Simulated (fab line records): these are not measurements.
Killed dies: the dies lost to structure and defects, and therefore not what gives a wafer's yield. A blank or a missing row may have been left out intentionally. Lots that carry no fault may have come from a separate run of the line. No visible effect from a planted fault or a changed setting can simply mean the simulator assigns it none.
fab line records	flow nand-harc
[record] lots = 12	wafers = 36	last-day = 33
route steps=1302 shown P_CONTACT@240 A_BONDPAD@1226 THIN_TSV@1262 END@1302
lots with no fault: from the same line, run without faults
start-h: hours from the record's opening day to when the first of the lot's shown wafers began	wait-h: hours elapsed since this lot's preceding step	" identical to the entry in the row above	L1.1+2: several wafers, shown together as one row	- value missing, or start not given	* or withheld: withheld	< > ~ a bound
route shown NAME@n: names a module that has steps shown in the file, with the first one's number in the route	usual: mean/standard deviation taken from wafers without a fault	same: alike in all rows	chamber/n: place in a boat	sites: each site's reading	_std_site: standard deviation across them	_edge_site: mean of outer sites minus mean of inner sites	radius-mm: how far each site lies from the wafer's centre	mask NAME#n: copy n	behind: the most recent tool/chamber to have shaped the wafer	hold: cause of the lot's hold/its duration in hours/its outcome	device: names the non-switching transistor (n, p or np)	end of line: tests of these same wafers at the route's end	step lacking rows: just its recipe	killed: not the wafer's yield, but the dies lost to structure and defects at the first sort	map: dies across one wafer; x = killed, . = not, _ = none there
set.NAME: the setting the step ran with; set.NAME@STEP: the setting that earlier step ran with	model.NAME: the simulator's own value behind a step, which no gauge read
the route's steps for a sample of lots (tables are steps, rows are wafers)
services: when a tool's chamber went out of use (start-h, in hours from the record's first day, below 0 if earlier), for how many hours, and the reason
[[steps]]
[step NHARC_P_CONTACT_ETCH_31]
[recipe] target-depth-a = 300	time-s = 85.7	ion-energy-ev = 120	over-etch-frac = 1	ch3f-flow-sccm = 50	o2-flow-sccm = 30	ar-flow-sccm = 200	rf-w = 500	bias-w = 100	chemistry = CH3F/O2
[usual] drypump-motor-current-A = 5.8/0.56	oes-product-au = 0.976/0.019	rf-vpp-V = 244.7/1.4	showerhead-plenum-p-Torr = 2.49/0.079	throttle-valve-pct = 20.665/0.0091
[same] time-s = 85.7
lot.wafer	tool	chamber	start-h	wait-h	drypump-motor-current-A	oes-product-au	rf-hours-counter-h	rf-vpp-V	showerhead-plenum-p-Torr	throttle-valve-pct
L204.4	rie-diel-05	2	125.85	-	6.4	1.008	2.1	243.0	2.39	20.653
L204.5	"	0	"	"	5.3	0.979	-	243.2	2.43	20.669
L204.6	"	1	"	"	6.4	0.953	-	245.6	2.50	20.659
L205.3	rie-diel-01	1	126.59	-	5.7	0.983	3.2	246.8	2.59	20.693
L205.4	"	3	"	"	5.9	0.989	3.3	247.1	2.63	20.651
L205.5	"	2	"	"	5.4	0.972	-	243.9	2.50	20.669
L209.4	rie-diel-01	0	169.03	-	4.9	0.999	3.9	244.2	2.47	20.678
L209.1	"	3	"	"	5.9	0.987	4.2	245.6	2.63	20.668
L209.5	"	0	"	"	4.9	1.001	-	243.0	2.47	20.668
L210.3	rie-diel-01	1	188.62	-	5.7	0.960	5.5	246.2	2.59	20.660
L210.1	"	2	"	"	5.4	0.949	4.8	246.4	2.50	20.656
L210.6	"	1	"	"	5.7	0.949	-	245.8	2.59	20.664
L214.4	rie-diel-01	0	214.94	-	4.9	1.002	0.4	244.7	2.46	20.664
L214.3	"	3	"	"	5.9	0.991	0.3	247.2	2.63	20.678
L214.5	"	1	"	"	5.7	0.977	-	245.9	2.59	20.656
L217.4	rie-diel-05	2	250.28	-	6.4	0.993	0.6	244.6	2.38	20.638
L217.3	"	3	"	"	4.8	0.984	0.6	244.7	2.46	20.647
L217.5	"	0	"	"	5.4	0.972	-	244.4	2.43	20.681
L220.1	rie-diel-08	3	279.19	-	6.4	1.020	4.7	242.7	2.39	20.657
L220.4	"	1	"	"	6.3	0.972	4.1	245.3	2.57	20.661
L220.5	"	2	"	"	6.2	0.975	-	244.1	2.49	20.647
L221.2	rie-diel-01	0	283.42	-	4.9	0.984	2.9	244.1	2.46	20.661
L221.4	"	2	"	"	5.4	0.955	2.6	243.5	2.50	20.673
L221.6	"	0	"	"	4.9	0.991	-	245.1	2.46	20.666
L223.4	rie-diel-08	1	307.39	-	6.3	0.938	5.0	244.6	2.57	20.670
L223.1	"	2	"	"	6.1	0.972	6.1	245.8	2.49	20.673
L223.2	"	3	"	"	6.4	1.003	6.0	243.0	2.39	20.658
L225.2	rie-diel-08	0	342.15	-	6.0	0.972	8.4	244.4	2.38	20.648
L225.3	"	1	"	"	6.3	0.985	8.1	246.4	2.57	20.654
L225.4	"	0	"	"	6.0	0.979	-	241.9	2.38	20.675
L226.2	rie-diel-01	2	344.44	-	5.3	0.959	3.7	243.6	2.50	20.648
L226.3	"	0	"	"	4.9	0.984	4.1	244.6	2.46	20.662
L226.5	"	3	"	"	5.9	0.975	-	247.6	2.63	20.668
L227.2	rie-diel-08	2	353.98	-	6.1	0.963	9.6	245.5	2.49	20.663
L227.1	"	0	"	"	6.0	0.972	9.0	241.1	2.38	20.662
L227.3	"	1	"	"	6.3	0.975	8.8	246.3	2.57	20.663
[step NHARC_A_BONDPAD_PRE_CLEAN_26]
[recipe] time-s = 30	temp-c = 280	gas = H2/He
[usual] heater-power-w = 408/37	susceptor-temp-C = 280.02/0.17
[same] time-s = 30
lot.wafer	tool	chamber	start-h	wait-h	heater-power-w	susceptor-temp-C
L204.4	pvd-sputter-03	-	-	-	429	279.91
L204.5	"	-	"	"	425	280.00
L204.6	"	-	"	"	427	279.94
L205.4	pvd-sputter-01	-	-	-	483	279.84
L205.3	"	-	"	"	390	279.91
L205.5	"	-	"	"	481	279.93
L209.1	pvd-sputter-02	-	-	-	360	280.02
L209.4	"	-	"	"	425	279.95
L209.5	"	-	"	"	363	280.09
L210.1	pvd-sputter-03	-	-	-	390	279.99
L210.3	"	-	"	"	437	280.31
L210.6	"	-	"	"	444	280.13
L214.3	pvd-sputter-01	-	-	-	397	280.31
L214.4	"	-	"	"	409	280.06
L214.5	"	-	"	"	504	280.23
L217.3	pvd-sputter-02	-	-	-	400	279.99
L217.4	"	-	"	"	375	279.66
L217.5	"	-	"	"	407	280.08
L220.1	pvd-sputter-03	-	-	-	389	-
L220.4	"	-	"	"	350	-
L220.5	"	-	"	"	387	-
L221.4	pvd-sputter-02	-	-	-	375	279.95
L221.2	"	-	"	"	410	279.98
L221.6	"	-	"	"	393	279.99
L223.2	pvd-sputter-02	-	-	-	373	279.89
L223.1	"	-	"	"	371	279.90
L223.4	"	-	"	"	402	279.87
L226.2	pvd-sputter-02	-	-	-	396	279.92
L226.3	"	-	"	"	359	279.88
L226.5	"	-	"	"	400	279.99
L225.2	pvd-sputter-01	-	-	-	418	279.99
L225.4	"	-	"	"	415	279.84
L225.3	"	-	"	"	443	280.11
L227.2	pvd-sputter-03	-	-	-	366	280.23
L227.1	"	-	"	"	409	280.05
L227.3	"	-	"	"	423	280.02
[step NHARC_A_BONDPAD_PVD_17]
[recipe] target-thk-a = 50	bias-v = 168.6	power-w = 15000	chamber-pressure-pa = 0.12	time-s = 8.06	substrate-temp-c = 50	material = TaN
[usual] substrate-temp-c = 49.99/0.11	throttle-valve-pct = 30.0/1
[same] time-s = 8.06
lot.wafer	tool	chamber	start-h	wait-h	substrate-temp-c	throttle-valve-pct
L204.4	pvd-sputter-03	-	-	-	50.09	29.8
L204.6	"	-	"	"	49.86	30.7
L204.5	"	-	"	"	50.28	30.8
L205.3	pvd-sputter-01	-	-	-	49.89	31.4
L205.4	"	-	"	"	50.10	28.9
L205.5	"	-	"	"	50.03	31.2
L209.4	pvd-sputter-02	-	-	-	50.03	29.9
L209.1	"	-	"	"	50.03	29.8
L209.5	"	-	"	"	50.01	29.8
L210.1	pvd-sputter-03	-	-	-	49.95	30.2
L210.3	"	-	"	"	49.95	29.0
L210.6	"	-	"	"	49.92	29.2
L214.4	pvd-sputter-01	-	-	-	50.05	28.9
L214.3	"	-	"	"	50.02	31.4
L214.5	"	-	"	"	50.11	28.9
L217.3	pvd-sputter-02	-	-	-	49.98	29.9
L217.4	"	-	"	"	50.11	29.8
L217.5	"	-	"	"	49.95	30.0
L220.4	pvd-sputter-03	-	-	-	50.00	30.0
L220.1	"	-	"	"	49.84	31.3
L220.5	"	-	"	"	49.92	29.1
L221.2	pvd-sputter-02	-	-	-	50.00	29.7
L221.4	"	-	"	"	49.92	30.6
L221.6	"	-	"	"	50.02	29.9
L223.1	pvd-sputter-02	-	-	-	50.02	29.7
L223.2	"	-	"	"	50.10	29.8
L223.4	"	-	"	"	49.97	30.4
L226.2	pvd-sputter-02	-	-	-	50.01	29.9
L226.3	"	-	"	"	49.97	29.6
L226.5	"	-	"	"	50.07	30.3
L225.2	pvd-sputter-01	-	-	-	50.04	29.1
L225.4	"	-	"	"	50.04	31.3
L225.3	"	-	"	"	50.24	31.2
L227.2	pvd-sputter-03	-	-	-	49.85	28.1
L227.1	"	-	"	"	50.05	30.6
L227.3	"	-	"	"	50.00	30.1
[step NHARC_THIN_TSV_ETCH_44]
[recipe] target-depth-a = 15942	time-s = 797.1	cf4-flow-sccm = 150	o2-flow-sccm = 10	ar-flow-sccm = 0	rf-w = 300	bias-w = 800	chemistry = CF4/O2
[usual] drypump-motor-current-A = 5.9/0.36	oes-product-au = 1.001/0.014	rf-vpp-V = 794/4.6	showerhead-plenum-p-Torr = 1.82/0.074	throttle-valve-pct = 16.915/0.0082
[same] time-s = 797.1
lot.wafer	tool	chamber	start-h	wait-h	drypump-motor-current-A	oes-product-au	rf-hours-counter-h	rf-vpp-V	showerhead-plenum-p-Torr	throttle-valve-pct
L205.3	rie-diel-06	2	565.17	0.3	6.4	1.003	-	798	1.88	16.910
L205.4	"	1	"	"	5.7	1.020	-	800	1.91	16.918
L205.5	"	1	"	"	5.7	1.024	-	800	1.91	16.902
L204.4	rie-diel-11	3	566.27	0.2	6.0	1.004	7.5	793	1.80	16.908
L204.5	"	0	"	"	5.3	1.013	-	791	1.77	16.921
L204.6	"	1	"	"	6.1	0.983	-	800	1.95	16.916
L209.1	rie-diel-03	2	582.35	0.1	6.4	1.012	6.0	789	1.75	16.913
L209.5	"	2	"	"	6.4	1.007	-	789	1.75	16.909
L209.4	"	0	"	"	5.5	1.003	-	792	1.81	16.920
L210.3	rie-diel-06	0	611.14	0.1	5.6	0.987	4.4	792	1.79	16.908
L210.1	"	1	"	"	5.7	1.022	5.7	799	1.91	16.887
L210.6	"	0	"	"	5.6	0.985	-	792	1.78	16.904
L214.4	rie-diel-11	0	648.74	0.2	5.4	1.018	1.7	791	1.77	16.913
L214.3	"	1	"	"	6.1	0.979	1.9	801	1.95	16.901
L214.5	"	3	"	"	6.0	0.996	-	794	1.80	16.906
L217.4	rie-diel-06	0	686.69	0.2	5.6	0.994	0.9	793	1.78	16.918
L217.3	"	1	"	"	5.7	1.015	1.0	798	1.91	16.923
L217.5	"	3	"	"	6.0	1.000	-	788	1.72	16.906
L220.1	rie-diel-06	2	711.52	0.1	6.3	1.011	2.2	798	1.88	16.917
L220.4	"	0	"	"	5.6	0.988	1.8	792	1.78	16.919
L220.5	"	2	"	"	6.4	1.020	-	798	1.88	16.913
L221.2	rie-diel-11	3	717.02	0.1	6.0	0.994	5.9	791	1.80	16.919
L221.4	"	1	"	"	6.1	0.977	5.3	799	1.95	16.911
L221.6	"	3	"	"	6.0	1.002	-	792	1.80	16.912
L223.1	rie-diel-06	3	736.73	0.1	6.0	1.019	3.6	788	1.72	16.919
L223.2	"	0	"	"	5.6	0.985	2.9	791	1.78	16.917
L223.4	"	1	"	"	5.7	0.998	3.2	798	1.90	16.922
L226.3	rie-diel-03	1	765.20	0.1	5.3	0.969	6.2	789	1.74	16.921
L226.2	"	0	"	"	5.5	0.977	6.8	792	1.81	16.927
L226.5	"	2	"	"	6.4	0.985	-	788	1.75	16.917
L225.4	rie-diel-11	0	766.45	0.1	5.3	1.002	7.8	791	1.77	16.919
L225.3	"	1	"	"	6.1	0.981	7.5	801	1.95	16.915
L225.2	"	2	"	"	6.1	0.991	8.2	800	1.91	16.893
L227.2	rie-diel-06	3	779.38	0.1	6.0	1.004	6.3	788	1.72	16.912
L227.1	"	1	"	"	5.7	0.994	5.9	799	1.90	16.920
L227.3	"	2	"	"	6.4	1.009	6.2	798	1.88	16.918
[step NHARC_END_SORT_01]
[recipe] temp-c = 25
[usual] killed-at-array = 52/16	killed-at-other = 0.8/0.98	killed-at-periphery = 4.2/2.9	killed-dies = 57/16	killed-open = 3.3/1.9	killed-short = 2.5/1.5
[same] gross-dies = 677
lot.wafer	tool	chamber	start-h	wait-h	killed-at-array	killed-at-other	killed-at-periphery	killed-dies	killed-open	killed-short
L210.1	prober-02	0	624.66	2.4	72	0	91	163	3	4
L210.3	prober-02	0	626.25	3.1	78	0	66	144	2	2
L210.6	prober-02	0	628.65	4.0	63	0	71	134	8	3
L214.3	prober-02	0	664.90	3.1	51	1	95	147	6	2
L214.4	prober-02	0	665.70	3.4	54	1	93	148	1	2
L214.5	prober-02	0	666.49	3.7	69	2	67	138	3	3
// killed by level:class
L210.1 P_CONTACT:unspecified=88 A_CHANNEL_HOLE_D2:chamber-film-flake=39 A_SLIT:chamber-film-flake=21 A_M0:chamber-film-flake=3 A_CHANNEL_HOLE_D1:chamber-film-flake=2 P_CONTACT:geometric-particle:short=1 A_ONON_D1:geometric-particle:short=1 A_ONON_D1:geometric-particle:open=1
L210.3 P_CONTACT:unspecified=65 A_SLIT:chamber-film-flake=34 A_CHANNEL_HOLE_D2:chamber-film-flake=27 A_CHANNEL_HOLE_D1:chamber-film-flake=5 A_STAIRCASE:chamber-film-flake=3 A_WL_FILL:chamber-film-flake=2 P_GATE:geometric-particle:short=1 A_CHANNEL_HOLE_D1:geometric-particle:open=1
L210.6 P_CONTACT:unspecified=64 A_SLIT:chamber-film-flake=26 A_CHANNEL_HOLE_D2:chamber-film-flake=24 P_CONTACT:geometric-particle:open=2 P_M0:geometric-particle:open=2 P_ZERO_WELL:chamber-film-flake=2 A_CHANNEL_HOLE_D1:chamber-film-flake=2 A_CHANNEL_FILL_D1:chamber-film-flake=2
L214.3 P_CONTACT:unspecified=92 A_SLIT:chamber-film-flake=18 A_CHANNEL_HOLE_D2:chamber-film-flake=16 A_CHANNEL_HOLE_D1:chamber-film-flake=3 A_CONTACT:chamber-film-flake=3 A_ONON_D2:geometric-particle:open=2 P_CONTACT:chamber-film-flake=2 A_STAIRCASE:chamber-film-flake=2
L214.4 P_CONTACT:unspecified=90 A_SLIT:chamber-film-flake=30 A_CHANNEL_HOLE_D2:chamber-film-flake=12 A_STAIRCASE:chamber-film-flake=4 P_CONTACT:chamber-film-flake=2 A_CHANNEL_HOLE_D1:chamber-film-flake=2 A_BLC:chamber-film-flake=2 A_CHANNEL_FILL_D1:geometric-particle:short=1
L214.5 P_CONTACT:unspecified=66 A_SLIT:chamber-film-flake=31 A_CHANNEL_HOLE_D2:chamber-film-flake=14 A_CONTACT:chamber-film-flake=8 A_CHANNEL_HOLE_D1:chamber-film-flake=5 A_BLC:chamber-film-flake=4 A_STAIRCASE:chamber-film-flake=2 P_CONTACT:geometric-particle:short=1
[[services]]
tool	chamber	start-h	hours	kind
pvd-sputter-02	-	104.00	10.0	pm
rie-diel-06	-	130.20	9.0	pm
rie-diel-01	-	169.44	1.1	repair
rie-diel-06	2	201.96	13.4	repair
rie-diel-01	-	203.80	9.0	pm
pvd-sputter-01	-	205.66	10.1	repair
pvd-sputter-03	-	209.34	10.0	pm
pvd-sputter-01	-	226.00	10.0	pm
pvd-sputter-02	-	282.06	10.0	pm
pvd-sputter-03	-	338.72	2.0	repair
pvd-sputter-02	-	372.09	16.0	repair
pvd-sputter-03	-	387.34	10.0	pm
pvd-sputter-03	-	401.80	1.7	repair
pvd-sputter-02	-	418.31	4.8	repair
pvd-sputter-03	-	420.65	1.2	repair
pvd-sputter-02	-	460.10	10.0	pm
pvd-sputter-03	-	508.71	5.3	repair
pvd-sputter-02	-	523.57	3.9	repair
pvd-sputter-02	-	564.17	1.7	repair
pvd-sputter-03	-	565.34	10.0	pm
pvd-sputter-02	-	638.10	10.0	pm
pvd-sputter-02	-	648.14	2.0	repair
pvd-sputter-02	-	708.81	0.8	repair
pvd-sputter-03	-	743.34	10.0	pm
[[key]]
[first-sign] step = NHARC_END_SORT_01	reading = killed-at-periphery	direction = up	sigmas = 26	usual = 4.2	struck = 80.5
[effect] step = NHARC_END_SORT_01	reading = killed-dies	direction = up	sigmas = 5.4	usual = 57	struck = 146
[more-kills-born-at] NHARC_P_CONTACT_ETCH_31@rie-diel-01 = 460
met-at NHARC_P_CONTACT_ETCH_31
struck-lots L210,L214
tester-left-out L210,L214
not-acting-at NHARC_A_BONDPAD_PRE_CLEAN_26,NHARC_A_BONDPAD_PVD_17,NHARC_THIN_TSV_ETCH_44
onset-between 169.03 188.62
[fault] kind = chamber-particle-source	tool = rie-diel-01	chamber = -	onset-h = 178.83	steps = NHARC_P_CONTACT_ETCH_31	rate-per-visit-cm2 = 1.0227	end-h = 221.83
// tester-left-out: of these lots the tester's yield and bins aren't shown, on N5 and GAA mostly nor the transistor test; their killed dies are dies lost to structure and defects alone, not to doping, threshold or leakage, so they don't give the yield
